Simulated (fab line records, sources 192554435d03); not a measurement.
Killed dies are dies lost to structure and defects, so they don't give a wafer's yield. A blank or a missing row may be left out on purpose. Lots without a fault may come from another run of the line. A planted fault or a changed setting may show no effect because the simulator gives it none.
fab line records | flow n5_finfet
record lots=10 wafers=29 last_day=18
route steps=1938 shown FIN_CUT@175 STI_FIN_REVEAL@184 BEOL_M4@1111 PASSIVATION@1936
lots that met no fault: from a run of the same line without faults
start_h: hours from the record's first day to the start of the lot's first wafer shown | wait_h: hours since the lot's step before | " the same as in the row above | L1.1+2: a row that stands for several wafers | - no value, or no start given | * or withheld: withheld | < > ~ a bound
route shown NAME@n: a module of which the file shows steps, and the number in the route of the first | usual: mean/standard deviation of fault-free wafers | same: alike in all rows | chamber/n: place in a boat | sites: the reading at each site | _std_site: their standard deviation | _edge_site: outer sites' mean less inner sites' | radius_mm: how far each site lies from the wafer's centre | mask NAME#n: copy n | behind: the tool/chamber that last shaped the wafer | hold: why the lot was held/for how many hours/how that ended | device: the transistor (n, p or np) that didn't switch | end of line: the same wafers' tests at the end of the route | a step without rows: its recipe alone | killed: dies lost to structure and defects at the first sort, not the wafer's yield | map: a wafer's dies, x killed, . not, _ none there
set.NAME: the setting as run; set.NAME@STEP: as run at that earlier step | model.NAME: the simulator's own value behind a step, which no gauge read
steps of the route over a sample of lots; a table a step, a row a wafer
services: from which hour (start_h, from the record's first day; less than 0 if before it) a tool's chamber was out of use, for how many hours, and why
## steps
# step N5_FIN_CUT_PRECLEAN_35
# recipe time_s=13.3 temp_c=45 pressure_torr=125 p_hf_torr=3 p_coreactant_torr=25 chemistry=vHF
# usual drypump_motor_current_A=5.77/0.21
# columns lot.wafer tool chamber start_h wait_h drypump_motor_current_A
L494.1 vapor_etch-01 1 33.46 0.0 5.51
L494.3 " 1 " " 5.54
L494.5 " 1 " " 5.54
L495.2 vapor_etch-01 1 39.64 0.0 5.54
L495.3 " 0 " " 5.70
L495.5 " 1 " " 5.53
L498.2 vapor_etch-01 0 57.95 0.0 5.69
L498.3 " 0 " " 5.68
L498.6 " 0 " " 5.68
L499.1 vapor_etch-01 0 63.81 0.0 5.70
L499.3 " 1 " " 5.54
L499.5 " 0 " " 5.70
L503.1 vapor_etch-02 1 90.56 0.0 6.08
L503.2 " 0 " " 6.04
L503.4 " 0 " " 6.02
L505.1 vapor_etch-01 1 102.77 0.2 5.57
L505.6 " 1 " " 5.55
L513.1 vapor_etch-02 1 151.18 0.0 6.08
L513.5 " 1 " " 6.09
L513.6 " 0 " " 5.99
L514.1 vapor_etch-02 1 155.85 0.0 6.12
L514.2 " 0 " " 6.04
L514.4 " 1 " " 6.10
L515.2 vapor_etch-01 0 163.16 0.3 5.69
L515.3 " 1 " " 5.56
L515.5 " 0 " " 5.71
L516.1 vapor_etch-02 1 169.48 0.0 6.09
L516.3 " 0 " " 6.00
L516.5 " 1 " " 6.10
# step N5_STI_FIN_REVEAL_ALD_14
# recipe material=Si3N4 target_thk_a=30 temp_c=400 ald_precursor_family=SiH2I2 ald_co_reactant=N2/H2-plasma pressure_torr=2
# usual heater_power_outer_w=493/51 heater_power_w=800/79
# columns lot.wafer tool chamber start_h wait_h heater_power_outer_w heater_power_w
L494.1 ald_sin-01 2 33.91 0.0 509 798
L494.3 " 3 " " 545 864
L494.5 " 2 " " 523 784
L495.2 ald_sin-01 2 40.50 0.0 499 779
L495.3 " 3 " " 553 862
L495.5 " 1 " " 474 818
L498.2 ald_sin-01 0 58.40 0.0 479 836
L498.3 " 1 " " 472 823
L498.6 " 2 " " 500 800
L499.1 ald_sin-02 3 64.28 0.0 470 739
L499.3 " 0 " " 589 930
L499.5 " 3 " " 484 745
L503.1 ald_sin-04 0 91.01 0.0 563 884
L503.2 " 3 " " 568 927
L503.4 " 2 " " 464 735
L505.1 ald_sin-02 2 103.24 0.0 413 720
L505.6 " 3 " " 485 727
L513.1 ald_sin-01 3 151.71 0.0 522 812
L513.5 " 1 " " 477 787
L513.6 " 3 " " 534 806
L514.1 ald_sin-02 1 156.34 0.0 439 694
L514.2 " 0 " " 585 932
L514.4 " 3 " " 474 736
L515.2 ald_sin-04 2 163.68 0.0 460 731
L515.3 " 1 " " 461 803
L515.5 " 0 " " 540 860
L516.1 ald_sin-02 3 170.10 0.0 479 742
L516.3 " 0 " " 576 943
L516.5 " 1 " " 445 723
# step N5_STI_FIN_REVEAL_RECESS_09
# recipe chemistry=HF/NH3 target=SiO2 afs_cycles=11 target_depth_a=425 temp_c=30 sublimation_temp_c=180 sublimation_time_s=60
# usual drypump_motor_current_A=5.84/0.22
# columns lot.wafer tool chamber start_h wait_h drypump_motor_current_A
L494.1 vapor_etch-02 1 39.74 0.0 6.10
L494.3 " 0 " " 6.04
L494.5 " 1 " " 6.09
L495.2 vapor_etch-01 1 47.21 0.0 5.56
L495.3 " 0 " " 5.68
L495.5 " 1 " " 5.55
L498.2 vapor_etch-02 0 64.56 0.0 6.02
L498.3 " 0 " " 6.03
L498.6 " 1 " " 6.12
L499.1 vapor_etch-02 0 70.39 0.0 6.00
L499.3 " 1 " " 6.07
L499.5 " 1 " " 6.12
L503.1 vapor_etch-02 0 97.52 0.0 6.01
L503.2 " 1 " " 6.14
L503.4 " 1 " " 6.12
L505.1 vapor_etch-02 0 109.34 0.0 6.02
L505.6 " 1 110.40 1.1 6.10
L513.1 vapor_etch-01 1 157.55 0.0 5.54
L513.5 " 0 158.61 1.1 5.71
L513.6 " 1 " " 5.57
L514.1 vapor_etch-02 0 162.29 0.0 6.00
L514.2 " 1 " " 6.12
L514.4 " 1 " " 6.10
L515.2 vapor_etch-01 1 169.53 0.0 5.56
L515.3 " 1 " " 5.57
L515.5 " 1 " " 5.56
L516.1 vapor_etch-02 0 175.92 0.0 6.03
L516.3 " 1 " " 6.09
L516.5 " 0 " " 6.02
# step N5_STI_FIN_REVEAL_CD_MEAS_22
# recipe target_cd_nm=6.238 pitch_nm=28 polarity=line
# usual cd_nm=6.28/0.3
# columns lot.wafer tool chamber start_h wait_h cd_nm
L494.1 cd_sem-02 - 42.43 0.0 6.29
L494.3 " - " " 5.89
L494.5 " - " " 5.68
L495.2 cd_sem-03 - 49.88 0.0 6.48
L495.3 " - " " 6.04
L495.5 " - " " 5.75
L498.2 cd_sem-02 - 67.38 0.0 5.97
L498.3 " - " " 6.39
L498.6 " - " " 6.15
L499.1 cd_sem-03 - 73.06 0.0 6.48
L499.3 " - " " 6.52
L499.5 " - " " 6.38
L503.1 cd_sem-02 - 100.20 0.0 6.07
L503.2 " - " " 6.99
L503.4 " - " " 6.39
L505.1 cd_sem-02 - 112.02 0.0 6.24
L505.6 " - " " 6.13
L513.1 cd_sem-02 - 160.55 0.0 6.42
L513.5 " - " " 6.53
L513.6 " - " " 6.40
L514.1 cd_sem-03 - 165.07 0.0 6.31
L514.2 " - " " 6.59
L514.4 " - " " 6.60
L515.2 cd_sem-03 - 172.33 0.0 6.43
L515.3 " - " " 6.40
L515.5 " - " " 6.07
L516.1 cd_sem-02 - 178.72 0.0 6.16
L516.3 " - " " 5.95
L516.5 " - " " 6.07
# step N5_STI_FIN_REVEAL_FIN_H_MEAS_10
# usual trench_depth_nm=52.0/0.78
# columns lot.wafer tool chamber start_h wait_h trench_depth_nm
L494.1 ocd-01 - 42.46 0.0 53.2
L494.3 " - " " 51.1
L494.5 " - " " 53.0
L495.2 ocd-02 - 49.91 0.0 50.8
L495.3 " - " " 52.6
L495.5 " - " " 52.6
L498.2 ocd-02 - 67.42 0.0 51.5
L498.3 " - " " 51.1
L498.6 " - " " 52.1
L499.1 ocd-02 - 73.09 0.0 51.0
L499.3 " - " " 51.9
L499.5 " - " " 51.1
L503.1 ocd-01 - 100.23 0.0 50.7
L503.2 " - " " 51.9
L503.4 " - " " 41.0
L505.1 ocd-01 - 112.05 0.0 52.7
L505.6 " - " " 52.0
L513.1 ocd-02 - 160.58 0.0 52.5
L513.5 " - " " 51.6
L513.6 " - " " 52.0
L514.1 ocd-02 - 165.10 0.0 51.0
L514.2 " - " " 51.3
L514.4 " - " " 51.0
L515.2 ocd-02 - 172.36 0.0 52.9
L515.3 " - " " 52.4
L515.5 " - " " 52.9
L516.1 ocd-02 - 178.75 0.0 53.3
L516.3 " - " " 53.7
L516.5 " - " " 53.0
# step N5_BEOL_M4_RC_MEAS_101
# usual DIBL_N=35.9/1.8 DIBL_P=36.2/2 IOFF_N=0.16/0.031 IOFF_P=0.22/0.041 ION_N=676/11 ION_P=465/8.5 SS_N=71.4/0.64 SS_P=73.2/0.7 VT_N=250/3.5 VT_P=-250/3.9
# columns lot.wafer tool chamber start_h wait_h DIBL_N[mV/V] DIBL_P[mV/V] IOFF_N[nA/um] IOFF_P[nA/um] ION_N[uA/um] ION_P[uA/um] SS_N[mV/dec] SS_P[mV/dec] VT_N[mV] VT_P[mV]
L494.1 prober-02 0 172.36 0.0 35.3 37.7 0.15 0.21 681 472 70.8 73.5 250 -250
L494.3 " 0 " " 34.0 35.3 0.13 0.18 657 456 70.9 73.1 253 -252
L494.5 " 0 " " 35.9 37.8 0.16 0.22 688 467 70.8 73.5 251 -249
L495.2 prober-02 0 182.35 0.2 36.6 35.9 0.17 0.19 673 449 71.5 73.4 250 -251
L495.3 " 0 " " 33.5 32.5 0.11 0.15 657 450 70.8 71.8 252 -254
L495.5 " 0 " " 35.1 35.4 0.15 0.18 676 457 71.1 72.0 250 -251
L499.1 prober-02 0 203.17 0.0 36.7 36.8 0.15 0.18 670 456 70.9 73.6 252 -256
L499.3 " 0 " " 38.2 39.8 0.19 0.24 684 464 71.9 73.7 248 -250
L499.5 " 0 " " 37.1 37.2 0.15 0.20 666 458 70.8 73.7 251 -253
L498.2 prober-02 0 214.88 0.2 35.2 35.6 0.13 0.18 658 448 72.0 73.5 252 -258
L498.3 " 0 " " 36.6 37.7 0.16 0.22 671 462 72.2 73.9 248 -254
L498.6 " 0 " " 34.1 34.7 0.12 0.16 672 462 71.5 73.3 252 -255
L503.1 prober-01 0 238.30 0.0 36.8 36.0 0.13 0.19 653 450 72.2 72.7 256 -252
L503.2 " 0 " " 37.4 37.1 0.16 0.21 679 465 71.1 73.3 248 -253
L503.4 " 0 " " 38.1 37.7 0.18 0.24 680 473 72.2 73.7 249 -250
L505.1 prober-02 0 243.81 0.0 35.2 36.3 0.16 0.22 689 471 71.2 74.0 249 -249
L505.6 " 0 " " 32.4 32.3 0.11 0.17 650 456 71.5 72.7 256 -249
L513.1 prober-01 0 292.51 0.0 36.6 37.1 0.16 0.25 684 476 71.8 72.6 248 -247
L513.5 " 0 " " 37.2 37.5 0.16 0.26 673 470 71.3 73.7 251 -247
L513.6 " 0 " " 38.2 39.3 0.21 0.30 702 484 71.5 73.6 244 -246
L514.1 prober-01 0 303.26 0.0 36.2 34.7 0.17 0.22 680 459 71.8 73.0 247 -251
L514.2 " 0 " " 34.7 33.7 0.14 0.20 669 466 71.2 72.9 249 -251
L514.4 " 0 " " 34.8 33.1 0.15 0.19 662 458 71.2 71.8 250 -250
L515.2 prober-02 0 308.80 0.2 35.1 35.2 0.14 0.21 684 470 71.1 72.6 247 -248
L515.3 " 0 " " 37.9 37.1 0.18 0.24 691 473 71.3 74.2 248 -248
L515.5 " 0 " " 37.0 36.8 0.16 0.24 678 470 71.6 73.5 248 -248
L516.1 prober-02 0 321.11 0.0 35.7 35.5 0.13 0.15 676 456 70.6 73.4 250 -258
L516.3 " 0 " " 35.4 35.8 0.13 0.15 678 464 70.6 72.5 254 -259
L516.5 " 0 " " 35.6 36.1 0.14 0.15 675 452 71.2 73.0 249 -256
# step N5_PASSIVATION_PROBE_49
# usual defect_limited_yield=91.3/1.3 killed_at_M0_to_M3=35/9.3 killed_at_M4_up=14/5.2 killed_at_contacts=12/5.9 killed_at_front_end=38/11 killed_at_other=4/3.7 killed_dies=103/15 killed_open=67/12 killed_short=34/8 sort_bin_5_function=5.1/0.88 sort_bin_6_memory=3.3/0.65 sort_n_pass=1077/15 sort_yield_pct=91.3/1.3
# same gross_dies=1180 killed_at_back_side=0 sort_bin_4_leakage[%]=0 sort_bin_8_speed[%]=0
# columns lot.wafer tool chamber start_h wait_h defect_limited_yield[%] killed_at_M0_to_M3 killed_at_M4_up killed_at_contacts killed_at_front_end killed_at_other killed_dies killed_open killed_short sort_bin_5_function[%] sort_bin_6_memory[%] sort_n_pass sort_yield_pct[%]
L499.1 prober-02 - 315.42 0.0 90.2 39 14 13 49 1 116 87 29 5.9 3.8 1064 90.2
L499.3 prober-02 - 315.52 0.1 89.9 27 18 9 64 1 119 82 35 5.7 4.2 1061 89.9
L499.5 prober-02 - 315.62 0.2 90.3 40 24 7 41 2 114 86 26 5.8 3.8 1066 90.3
L498.2 prober-01 - 328.52 0.1 89.7 45 11 13 53 0 122 80 40 4.8 5.2 1058 89.7
L498.3 prober-01 - 328.57 0.1 89.7 50 19 10 42 0 121 74 46 5.8 4.2 1059 89.7
L498.6 prober-01 - 328.72 0.3 89.9 46 17 11 44 1 119 79 39 6.0 4.0 1061 89.9
L503.4 prober-02 - 348.25 0.2 88.8 24 18 27 42 21 132 81 49 6.4 4.2 1048 88.8
L505.1 prober-01 - 355.96 0.0 94.7 26 5 13 17 1 62 36 25 3.0 1.9 1118 94.7
L505.6 prober-01 - 356.21 0.3 90.7 43 14 15 35 3 110 65 42 5.4 3.5 1070 90.7
# killed by level:class
L499.1 STI_FIN_REVEAL:geometric_particle:open=15 FIN_SAQP:geometric_particle:open=11 MOL_CONTACT_COAG:geometric_particle:open=11 BEOL_M0_SAQP:geometric_particle:short=11 BEOL_M0_SAQP:geometric_particle:open=7 BEOL_M1:geometric_particle:open=6 BEOL_M3:geometric_particle:open=6 FIN_SAQP:geometric_particle:short=5
L499.3 FIN_SAQP:geometric_particle:open=14 STI_FIN_REVEAL:geometric_particle:open=12 BEOL_M4:geometric_particle:open=8 MOL_CONTACT_COAG:geometric_particle:open=7 GATE_CUT:geometric_particle:open=7 FIN_SAQP:geometric_particle:short=6 BEOL_M0_SAQP:geometric_particle:open=6 STI_FIN_REVEAL:geometric_particle:short=5
L499.5 FIN_SAQP:geometric_particle:open=10 BEOL_M0_SAQP:geometric_particle:open=10 FIN_SAQP:geometric_particle:short=9 BEOL_M3:geometric_particle:open=9 STI_FIN_REVEAL:geometric_particle:open=8 BEOL_M4:geometric_particle:open=8 MOL_CONTACT_COAG:geometric_particle:open=7 BEOL_M2:geometric_particle:open=7
L498.2 BEOL_M3:geometric_particle:open=21 MOL_CONTACT_COAG:geometric_particle:open=10 DUMMY_GATE:geometric_particle:open=9 FIN_SAQP:geometric_particle:open=8 FIN_SAQP:geometric_particle:short=8 BEOL_M0_SAQP:geometric_particle:open=7 BEOL_M3:geometric_particle:short=6 GATE_CUT:geometric_particle:short=5
L498.3 FIN_SAQP:geometric_particle:short=15 BEOL_M3:geometric_particle:open=15 BEOL_M0_SAQP:geometric_particle:open=10 BEOL_M0_SAQP:geometric_particle:short=10 ILD0:geometric_particle:open=6 MOL_CONTACT_COAG:geometric_particle:open=6 BEOL_M2:geometric_particle:open=6 BEOL_M5:geometric_particle:open=6
L498.6 BEOL_M3:geometric_particle:open=15 BEOL_M0_SAQP:geometric_particle:short=10 MOL_CONTACT_COAG:geometric_particle:open=10 FIN_SAQP:geometric_particle:open=8 BEOL_M0_SAQP:geometric_particle:open=7 STI_FIN_REVEAL:geometric_particle:open=6 DUMMY_GATE:geometric_particle:open=5 FIN_SAQP:geometric_particle:short=4
L503.4 MOL_CONTACT_COAG:geometric_particle:open=19 FIN_SAQP:geometric_particle:open=9 MIM_TOP_ETCH:geometric_particle:short=9 GATE_CUT:geometric_particle:short=8 MOL_CONTACT_COAG:geometric_particle:short=8 GATE_CUT:geometric_particle:open=7 FIN_SAQP:geometric_particle:short=6 BEOL_M0:geometric_particle:open=6
L505.1 BEOL_M0_SAQP:geometric_particle:open=10 BEOL_M0_SAQP:geometric_particle:short=8 MOL_CONTACT_COAG:geometric_particle:open=7 MOL_CONTACT_COAG:geometric_particle:short=6 FIN_SAQP:geometric_particle:open=4 FIN_SAQP:geometric_particle:short=4 BEOL_M1:geometric_particle:open=4 DUMMY_GATE:geometric_particle:open=3
L505.6 BEOL_M0_SAQP:geometric_particle:short=18 MOL_CONTACT_COAG:geometric_particle:open=12 BEOL_M0_SAQP:geometric_particle:open=10 FIN_SAQP:geometric_particle:short=6 BEOL_M4:geometric_particle:open=6 FIN_SAQP:geometric_particle:open=5 STI_FIN_REVEAL:geometric_particle:open=4 DUMMY_GATE:geometric_particle:open=4
## services
# columns tool chamber start_h hours kind
ald_sin-04 2 12.78 9.6 repair
ald_sin-02 3 32.47 3.5 repair
ald_sin-04 - 53.48 0.7 repair
ald_sin-04 1 66.51 9.2 repair
ald_sin-01 - 85.25 14.0 pm
ald_sin-01 0 85.25 14.0 vent_cycle
ald_sin-01 1 85.25 14.0 vent_cycle
ald_sin-01 2 85.25 14.0 vent_cycle
ald_sin-01 3 85.25 14.0 vent_cycle
vapor_etch-01 1 87.46 3.2 repair
ald_sin-01 0 99.25 - clean
ald_sin-01 1 99.25 - clean
ald_sin-01 2 99.25 - clean
ald_sin-01 3 99.25 - clean
ald_sin-01 0 103.30 121.1 repair
vapor_etch-02 - 152.97 2.8 pm
vapor_etch-02 - 160.03 0.9 repair
ald_sin-01 1 168.50 92.3 repair
## key
first_sign step=N5_STI_FIN_REVEAL_FIN_H_MEAS_10 reading=trench_depth_nm direction=down sigmas=14 usual=52.0 struck=41.0
effect none on later readings
met_at N5_STI_FIN_REVEAL_RECESS_09
struck_lots L503
struck_wafers L503.4
not_acting_at N5_FIN_CUT_PRECLEAN_35,N5_STI_FIN_REVEAL_ALD_14,N5_STI_FIN_REVEAL_CD_MEAS_22
onset_between 70.39 97.52
fault kind=process_parameter_drift tool=vapor_etch-02 chamber=- onset_h=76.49 steps=N5_STI_FIN_REVEAL_RECESS_09 channel=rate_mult offset=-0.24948 shape=step end_h=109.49 scope=struck_wafers_only
